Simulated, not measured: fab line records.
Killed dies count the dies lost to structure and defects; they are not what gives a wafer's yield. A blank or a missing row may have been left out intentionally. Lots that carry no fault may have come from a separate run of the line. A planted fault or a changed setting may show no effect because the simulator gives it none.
fab line records	flow n5Finfet
record: lots: 8	wafers: 24	lastDay: 19
route steps=1938 shown BEOL_M3@950 BEOL_M4@1111 PASSIVATION@1936
lots untouched by any fault: they come from a run of this same line in which no faults occurred
startH: start of the lot's first displayed wafer, in hours after the record's first day	waitH: hours elapsed since this lot's preceding step	" as in the row above	L1.1+2: several wafers, shown together as one row	- no value present, or no start provided	* or withheld: withheld	< > ~ a bound
route shown NAME@n: a module of which the file shows steps, and the number in the route of the first	usual: the fault-free wafers' mean and standard deviation	same: alike in all rows	chamber/n: place in a boat	sites: each site's reading	_std_site: their standard deviation	_edge_site: inner sites' mean taken away from outer sites' mean	radiusMm: how far each site lies from the wafer's centre	mask NAME#n: copy n	behind: tool/chamber where the wafer was last shaped	hold: why the lot was held/for how many hours/how that ended	device: names the non-switching transistor (n, p or np)	end of line: the route-end tests of the same wafers	a step with no rows: only its recipe	killed: dies that structure and defects cost at the first sort, which is not the same as the wafer's yield	map: a wafer's dies, marking killed ones x, the rest . and places with no die _
set.NAME: setting as actually run; set.NAME@STEP: the setting as run at that earlier step	model.NAME: the simulator's own value behind a step, which no gauge read
route steps across a sampled set of lots; one table per step, one row per wafer
services: the hour from which a tool's chamber was out of use, counted from the record's first day as startH (under 0 if before that day), plus the number of hours and why
== steps ==
step: N5_BEOL_M3_ETCH_64
recipe: chemistry: N2/H2	target: SOC	targetDepthA: 750	overetchA: 150	maskMaterial: SiARC	tempC: 40	timeS: 112.5	ionEnergyEv: 200	pressureMtorr: 30	sourceW: 840	biasW: 150	n2FlowSccm: 200	h2FlowSccm: 200
usual: drypumpMotorCurrentA: 5.4/0.44	oesProductAu: 0.62/0.055	rfVppV: 523.8/1.6	showerheadPlenumPTorr: 2.54/0.046	throttleValvePct: 17.77/0.26
lot.wafer	tool	chamber	startH	waitH	drypumpMotorCurrentA	oesProductAu	rfHoursCounterH	rfVppV	showerheadPlenumPTorr	throttleValvePct
L547.2	rieDiel-03	3	187.59	0.0	5.4	0.60	147	523.6	2.55	18.10
L547.3	"	2	"	"	5.8	0.56	187	526.8	2.62	17.55
L547.6	"	3	"	"	5.4	0.59	-	524.1	2.55	18.11
L556.3	rieDiel-06	2	239.04	0.0	5.8	0.60	124	524.8	2.56	17.91
L556.4	"	3	"	"	5.1	0.75	-	523.2	2.48	17.65
L556.5	"	1	"	"	5.7	0.72	-	527.7	2.70	17.62
L554.2	rieDiel-05	1	243.62	0.0	5.0	0.67	76	521.4	2.47	17.54
L554.4	"	2	"	"	5.8	0.63	118	523.9	2.55	18.13
L554.5	"	2	"	"	5.9	0.63	-	524.6	2.55	18.11
L559.2	rieDiel-05	3	257.54	0.0	5.4	0.59	146	524.5	2.54	17.56
L559.5	"	1	"	"	4.9	0.67	-	522.8	2.47	17.54
L559.6	"	0	"	"	4.9	0.55	-	522.2	2.51	18.11
L560.1	rieDiel-05	3	265.19	0.0	5.4	0.59	148	522.4	2.54	17.57
L560.3	"	2	"	"	5.8	0.63	123	525.8	2.55	18.14
L560.6	"	2	"	"	5.8	0.62	-	522.9	2.55	18.13
L562.2	rieDiel-03	3	277.93	0.0	5.4	0.58	172	523.8	2.54	18.15
L562.3	"	1	"	"	5.1	0.62	109	524.9	2.56	17.66
L562.6	"	0	"	"	6.2	0.68	-	521.4	2.49	17.52
L564.1	rieDiel-03	1	295.49	0.0	5.1	0.62	114	524.7	2.56	17.68
L564.3	"	0	"	"	6.3	0.68	40	521.1	2.48	17.55
L564.6	"	2	"	"	5.7	0.55	-	525.4	2.61	17.59
L563.4	rieDiel-03	0	298.73	0.0	6.2	0.68	41	522.7	2.48	17.53
L563.5	"	1	"	"	5.1	0.61	-	523.8	2.56	17.65
L563.6	"	2	"	"	5.7	0.53	-	525.3	2.61	17.60
step: N5_BEOL_M3_EXPOSE_25
recipe: maskId: V2	na: 0.33	sourceShape: quasar	sigmaInner: 0.2	sigmaOuter: 0.8	polarization: unpolarized	defocusNm: 5	doseMj: 63
lot.wafer	tool	chamber	startH	waitH	mask
L547.2+3+6	euvScanner-01	0	188.12	-	V2#0
L556.3+4+5	euvScanner-01	0	239.72	-	V2#0
L554.2+4+5	euvScanner-01	0	244.16	-	V2#0
L559.2+5+6	euvScanner-01	0	258.19	-	V2#0
L560.1+3+6	euvScanner-01	0	265.71	-	V2#0
L562.2+3+6	euvScanner-01	0	278.59	-	V2#0
L564.1+3+6	euvScanner-02	0	296.17	-	V2#0
L563.4+5+6	euvScanner-02	0	299.53	-	V2#0
step: N5_BEOL_M3_CD_MEAS_28
recipe: targetCdNm: 25.7	landingEnergyEv: 500	detector: seInlens	targetCdYNm: 23.3	polarity: opening
usual: cdNm: 25.69/0.21
lot.wafer	tool	chamber	startH	waitH	cdNm
L547.2	cdSem-03	0	188.26	-	25.63
L547.3	"	0	"	"	22.27
L547.6	"	0	"	"	25.61
L556.3	cdSem-03	0	239.85	-	25.96
L556.4	"	0	"	"	25.47
L556.5	"	0	"	"	25.60
L554.2	cdSem-03	0	244.29	-	25.49
L554.4	"	0	"	"	25.46
L554.5	"	0	"	"	26.00
L559.2	cdSem-02	0	258.33	-	25.60
L559.5	"	0	"	"	25.78
L559.6	"	0	"	"	25.72
L560.1	cdSem-03	0	265.85	-	25.51
L560.3	"	0	"	"	25.46
L560.6	"	0	"	"	25.39
L562.2	cdSem-02	0	278.72	-	25.65
L562.3	"	0	"	"	25.28
L562.6	"	0	"	"	25.26
L564.1	cdSem-03	0	296.31	-	25.72
L564.3	"	0	"	"	25.78
L564.6	"	0	"	"	25.50
L563.4	cdSem-03	0	299.65	-	25.48
L563.5	"	0	"	"	25.52
L563.6	"	0	"	"	25.52
step: N5_BEOL_M3_DESCUM_33
recipe: chemistry: O2	timeS: 7	sourcePowerW: 50	biasPowerW: 20	pressureMtorr: 20	rfFrequencyHz: 2.712e+07	tempC: 40	resist: CAR-EUV	o2FlowSccm: 225
usual: drypumpMotorCurrentA: 5.5/0.41	o2FlowSccm: 225.0/0.71	oesProductAu: 0.79/0.083	rfVppV: 243.2/1	showerheadPlenumPTorr: 2.09/0.047	throttleValvePct: 20.40/0.23
lot.wafer	tool	chamber	startH	waitH	drypumpMotorCurrentA	o2FlowSccm	oesProductAu	rfHoursCounterH	rfVppV	showerheadPlenumPTorr	throttleValvePct
L547.2	rieDiel-05	0	188.38	0.0	4.9	225.4	0.69	222	242.2	2.07	20.70
L547.3	"	3	"	"	5.4	223.4	0.78	129	242.7	2.10	20.18
L547.6	"	3	"	"	5.4	224.0	0.76	-	243.3	2.10	20.17
L556.3	rieDiel-06	3	239.97	0.0	5.2	224.5	0.95	13	241.9	2.05	20.40
L556.4	"	1	"	"	5.7	225.2	0.92	-	245.5	2.23	20.25
L556.5	"	2	"	"	5.8	224.5	0.76	-	244.3	2.11	20.53
L554.2	rieDiel-05	3	244.42	0.0	5.4	224.1	0.75	143	241.7	2.09	20.19
L554.4	"	1	"	"	4.9	225.6	0.85	76	241.8	2.03	20.21
L554.5	"	1	"	"	4.9	224.9	0.84	-	242.8	2.03	20.22
L559.2	rieDiel-03	1	258.49	0.1	5.1	225.7	0.81	105	242.3	2.11	20.25
L559.5	"	1	"	"	5.1	225.8	0.79	-	243.4	2.11	20.25
L559.6	"	0	"	"	6.3	224.7	0.89	-	242.9	2.05	20.17
L560.1	rieDiel-03	2	265.98	0.0	5.7	225.1	0.69	209	245.7	2.15	20.17
L560.3	"	3	"	"	5.4	224.2	0.74	169	242.2	2.07	20.64
L560.6	"	3	"	"	5.4	224.9	0.73	-	243.6	2.07	20.65
L562.2	rieDiel-03	0	278.85	0.0	6.2	225.6	0.87	35	241.5	2.05	20.20
L562.3	"	2	"	"	5.8	224.7	0.69	211	244.4	2.15	20.17
L562.6	"	1	"	"	5.1	225.7	0.78	-	244.9	2.11	20.25
L564.1	rieDiel-03	2	296.44	0.0	5.8	224.0	0.68	216	244.4	2.15	20.19
L564.3	"	0	"	"	6.2	225.4	0.87	40	242.7	2.05	20.20
L564.6	"	1	"	"	5.1	224.4	0.78	-	243.4	2.10	20.27
L563.4	rieDiel-05	2	299.79	0.0	5.8	225.9	0.78	-	243.6	2.09	20.75
L563.5	"	3	"	"	5.4	224.6	0.74	-	242.9	2.09	20.23
L563.6	"	1	"	"	4.9	225.2	0.83	-	242.0	2.03	20.24
step: N5_BEOL_M3_ALD_98
recipe: material: SiO2	targetThkA: 25	tempC: 100	aldPrecursorFamily: BDEAS	aldCoReactant: O2-plasma	pulseTimeS: 1	coReactantPulseTimeS: 1	purgeTimeS: 2	coReactantPurgeTimeS: 2	aldCycles: 17	pressureTorr: 2
usual: heaterPowerOuterW: 43/4.3	heaterPowerW: 78/6.7	precursorPulseHeightRel: 0.998/0.019
lot.wafer	tool	chamber	startH	waitH	heaterPowerOuterW	heaterPowerW	precursorPulseHeightRel
L547.2	aldSin-02	2	188.52	0.1	43	82	1.015
L547.3	"	1	"	"	45	80	0.985
L547.6	"	1	"	"	44	82	1.000
L556.3	aldSin-02	0	240.10	0.1	45	81	0.994
L556.4	"	2	"	"	42	81	1.000
L556.5	"	1	"	"	45	82	1.000
L554.2	aldSin-03	1	244.82	0.3	44	76	0.981
L554.4	"	3	"	"	40	74	0.974
L554.5	"	1	"	"	44	76	0.984
L559.2	aldSin-03	1	258.62	0.1	43	77	1.020
L559.5	"	2	"	"	44	84	1.034
L559.6	"	1	"	"	43	76	1.047
L560.1	aldSin-03	0	266.12	0.1	39	73	0.987
L560.3	"	3	"	"	41	73	0.972
L560.6	"	0	"	"	37	75	1.012
L562.2	aldSin-02	1	279.39	0.5	45	83	0.968
L562.3	"	2	"	"	42	80	1.005
L562.6	"	2	"	"	43	80	0.987
L564.1	aldSin-03	0	296.63	0.1	39	75	0.977
L564.3	"	3	"	"	41	73	1.019
L564.6	"	0	"	"	39	73	0.989
L563.4	aldSin-02	2	299.91	0.0	42	79	0.998
L563.5	"	2	"	"	42	81	0.989
L563.6	"	1	"	"	44	82	1.005
step: N5_BEOL_M4_RC_MEAS_101
usual: CHAIN_V2: 231/6.8	CHAIN_V2_max_site: 239/7.6	DIBL_N: 36.2/1.2	DIBL_P: 36.3/1.3	IOFF_N: 0.155/0.019	IOFF_P: 0.210/0.029	ION_N: 677/8.6	ION_P: 465/6.8	SS_N: 71.4/0.48	SS_P: 73.2/0.53	VT_N: 249.9/2.4	VT_P: -250/3.2
lot.wafer	tool	chamber	startH	waitH	CHAIN_V2[ohm/link]	CHAIN_V2_max_site[ohm/link]	DIBL_N[mV/V]	DIBL_P[mV/V]	IOFF_N[nA/um]	IOFF_P[nA/um]	ION_N[uA/um]	ION_P[uA/um]	SS_N[mV/dec]	SS_P[mV/dec]	VT_N[mV]	VT_P[mV]
L547.2	prober-02	0	216.28	0.2	238	244	35.7	36.7	0.176	0.239	682	470	71.8	72.9	251.2	-250
L547.3	"	0	"	"	318	333	34.8	35.9	0.147	0.219	680	474	70.9	74.0	250.3	-252
L547.6	"	0	"	"	234	238	33.7	34.1	0.128	0.190	681	467	70.7	73.0	250.1	-250
L556.3	prober-01	0	265.65	0.3	215	227	37.0	37.8	0.187	0.269	680	469	71.5	74.1	245.6	-244
L556.4	"	0	"	"	231	238	36.3	37.1	0.175	0.266	696	479	71.9	73.7	247.8	-247
L556.5	"	0	"	"	231	237	36.7	37.1	0.172	0.257	686	478	71.8	73.1	245.8	-246
L554.2	prober-01	0	268.20	0.2	232	243	37.0	35.5	0.158	0.207	678	463	71.4	73.4	250.1	-250
L554.4	"	0	"	"	224	242	35.7	34.1	0.138	0.196	683	472	71.5	72.2	250.8	-245
L554.5	"	0	"	"	218	225	39.4	38.0	0.196	0.252	681	469	71.9	73.3	247.5	-245
L559.2	prober-02	0	282.73	0.2	239	243	36.5	37.6	0.155	0.216	672	464	70.9	73.4	250.2	-248
L559.5	"	0	"	"	229	234	35.7	36.6	0.142	0.194	676	464	71.5	73.3	251.9	-251
L559.6	"	0	"	"	223	239	36.0	37.3	0.145	0.219	676	463	71.8	73.5	251.1	-248
L560.1	prober-02	0	284.92	0.0	230	235	35.8	36.8	0.170	0.225	678	472	71.5	73.3	245.8	-248
L560.3	"	0	"	"	236	239	35.6	36.4	0.158	0.217	681	469	71.2	73.2	249.6	-248
L560.6	"	0	"	"	240	248	34.0	34.9	0.139	0.197	679	467	70.5	73.4	247.4	-249
L562.2	prober-02	0	308.16	0.2	230	241	37.6	36.5	0.155	0.207	665	457	71.7	72.6	250.2	-250
L562.3	"	0	"	"	233	255	37.3	37.1	0.156	0.218	680	465	71.6	72.3	250.3	-249
L562.6	"	0	"	"	228	247	37.2	36.3	0.147	0.203	671	467	71.3	73.1	250.7	-249
L564.1	prober-02	0	322.78	0.0	233	236	35.4	33.4	0.128	0.159	657	451	70.9	72.4	252.2	-254
L564.3	"	0	"	"	224	227	36.9	35.5	0.159	0.188	673	459	71.7	72.8	250.4	-251
L564.6	"	0	"	"	224	231	37.4	36.0	0.164	0.199	674	458	71.9	73.6	249.7	-252
L563.4	prober-02	0	329.51	0.5	231	248	36.7	36.1	0.170	0.206	676	466	71.5	73.0	247.0	-251
L563.5	"	0	"	"	230	242	36.6	35.9	0.166	0.199	676	461	70.6	73.5	250.3	-252
L563.6	"	0	"	"	237	241	37.7	38.0	0.184	0.240	690	471	72.1	73.9	245.6	-249
sites CHAIN_V2 radiusMm=0,75,75,75,75,140,140,140,140
L547.2 228 234 236 239 231 240 241 238 244
L556.3 206 208 211 212 215 217 227 226 215
L554.2 216 224 232 228 232 227 237 243 241
L559.2 239 239 236 243 237 231 241 233 243
L560.1 222 229 223 235 231 229 231 231 230
L562.2 221 230 234 229 230 231 239 241 230
L564.1 221 236 228 235 234 233 233 236 225
L563.4 229 231 229 226 231 245 242 242 248
step: N5_PASSIVATION_PROBE_49
usual: defectLimitedYield: 91.2/1.4	killed_at_M0_to_M3: 34/10	killed_at_M4_up: 13/5.1	killedAtContacts: 12/6.5	killedAtFrontEnd: 41/11	killedAtOther: 4/3.3	killedDies: 104/16	killedOpen: 69/13	killedShort: 33/7	sort_bin_5_function: 5.1/0.91	sort_bin_6_memory: 3.3/0.69	sortNPass: 1076/16	sortYieldPct: 91.2/1.4
same: grossDies: 1180	killedAtBackSide: 0	sort_bin_4_leakage[%]: 0	sort_bin_8_speed[%]: 0
lot.wafer	tool	chamber	startH	waitH	defectLimitedYield[%]	killed_at_M0_to_M3	killed_at_M4_up	killedAtContacts	killedAtFrontEnd	killedAtOther	killedDies	killedOpen	killedShort	sort_bin_5_function[%]	sort_bin_6_memory[%]	sortNPass	sortYieldPct[%]
L547.2	prober-01	-	319.90	0.1	89.6	45	19	19	35	5	123	94	28	6.5	3.6	1057	89.6
L547.3	prober-01	-	319.95	0.1	82.7	138	18	15	27	6	204	83	33	12.2	4.5	976	82.7
L547.6	prober-01	-	320.10	0.3	90.8	35	20	8	45	1	109	79	26	5.2	3.9	1071	90.8
L554.2	prober-01	-	372.05	0.1	90.3	33	11	22	40	8	114	69	45	5.8	3.6	1066	90.3
L554.4	prober-01	-	372.15	0.2	92.3	40	5	7	37	2	91	57	31	3.7	3.2	1089	92.3
L554.5	prober-01	-	372.20	0.2	91.6	40	7	12	35	5	99	48	51	4.2	3.8	1081	91.6
killed by level:class
L547.2 BEOL_M2:geometricParticle:open=19 MOL_CONTACT_COAG:geometricParticle:open=17 FIN_SAQP:geometricParticle:open=12 FIN_SAQP:geometricParticle:short=7 BEOL_M0_SAQP:geometricParticle:open=7 BEOL_M1:geometricParticle:open=7 BEOL_M4:geometricParticle:open=7 BEOL_M0_SAQP:geometricParticle:short=6
L547.3 BEOL_M3:areaExpose=88 MOL_CONTACT_COAG:geometricParticle:open=13 BEOL_M1:geometricParticle:open=12 BEOL_M3:geometricParticle:open=10 FIN_SAQP:geometricParticle:short=9 BEOL_M2:geometricParticle:open=9 BEOL_M0_SAQP:geometricParticle:short=8 BEOL_M4:geometricParticle:open=8
L547.6 FIN_SAQP:geometricParticle:open=21 BEOL_M3:geometricParticle:open=13 FIN_SAQP:geometricParticle:short=7 MOL_CONTACT_COAG:geometricParticle:open=7 BEOL_M2:geometricParticle:open=7 BEOL_M1:geometricParticle:open=6 BEOL_M0_SAQP:geometricParticle:open=4 STARTING-WAFER:geometricParticle:short=4
L554.2 STI_FIN_REVEAL:geometricParticle:open=16 MOL_CONTACT_COAG:geometricParticle:open=15 BEOL_M0_SAQP:geometricParticle:open=10 BEOL_M0_SAQP:geometricParticle:short=8 FIN_SAQP:geometricParticle:open=7 MOL_CONTACT_COAG:geometricParticle:short=7 STI_FIN_REVEAL:geometricParticle:short=5 FIN_SAQP:geometricParticle:short=4
L554.4 BEOL_M0_SAQP:geometricParticle:short=11 FIN_SAQP:geometricParticle:open=8 STI_FIN_REVEAL:geometricParticle:open=8 BEOL_M1:geometricParticle:open=7 MOL_CONTACT_COAG:geometricParticle:open=6 BEOL_M0_SAQP:geometricParticle:open=6 BEOL_M2:geometricParticle:open=6 ILD0:geometricParticle:short=5
L554.5 BEOL_M0_SAQP:geometricParticle:short=14 MOL_CONTACT_COAG:geometricParticle:open=11 FIN_SAQP:geometricParticle:short=9 STI_FIN_REVEAL:geometricParticle:open=8 BEOL_M0_SAQP:geometricParticle:open=8 STI_FIN_REVEAL:geometricParticle:short=7 STARTING-WAFER:geometricParticle:short=5 BEOL_M2:geometricParticle:open=5
== services ==
tool	chamber	startH	hours	kind
rieDiel-05	3	175.74	3.6	repair
rieDiel-06	3	180.34	-	clean
rieDiel-06	3	180.34	-	consumableReplace:focusRing
rieDiel-06	3	180.34	15.5	scheduledDown
rieDiel-06	3	180.34	15.5	ventCycle
euvScanner-01	-	205.15	1.0	pm
rieDiel-03	0	209.33	4.7	repair
euvScanner-02	-	217.22	1.0	pm
rieDiel-06	0	235.18	4.9	repair
euvScanner-02	-	243.42	3.1	repair
euvScanner-01	-	246.51	4.6	pm
euvScanner-02	-	252.63	0.4	repair
euvScanner-01	-	255.27	2.2	repair
euvScanner-01	-	261.27	1.0	pm
aldSin-02	3	262.86	2.9	repair
euvScanner-02	0	268.23	-	calibration
rieDiel-03	0	268.47	1.5	repair
euvScanner-01	-	272.79	0.5	repair
rieDiel-05	0	280.12	21.8	repair
euvScanner-01	-	284.55	0.4	repair
aldSin-03	2	287.86	5.7	repair
aldSin-02	-	290.56	1.5	repair
== key ==
firstSign: step: N5_BEOL_M3_CD_MEAS_28	reading: cdNm	direction: down	sigmas: 16	usual: 25.69	struck: 22.27
effect: step: N5_BEOL_M4_RC_MEAS_101	reading: CHAIN_V2	direction: up	sigmas: 13	usual: 231	struck: 318
effect: step: N5_BEOL_M4_RC_MEAS_101	reading: CHAIN_V2_max_site	direction: up	sigmas: 12	usual: 239	struck: 333
effect: step: N5_PASSIVATION_PROBE_49	reading: killed_at_M0_to_M3	direction: up	sigmas: 9.9	usual: 34	struck: 138
moreKillsBornAt: N5_BEOL_M3_EXPOSE_25@euvScanner-01: 88
metAt N5_BEOL_M3_EXPOSE_25
struckLots L547
struckWafers L547.3
notActingAt N5_BEOL_M3_ETCH_64,N5_BEOL_M3_DESCUM_33,N5_BEOL_M3_ALD_98
fault: kind: processParameterDrift	tool: euvScanner-01	chamber: -	onsetH: 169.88	steps: N5_BEOL_M3_EXPOSE_25	channel: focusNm	offset: 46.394	shape: step	endH: 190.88	scope: struckWafersOnly
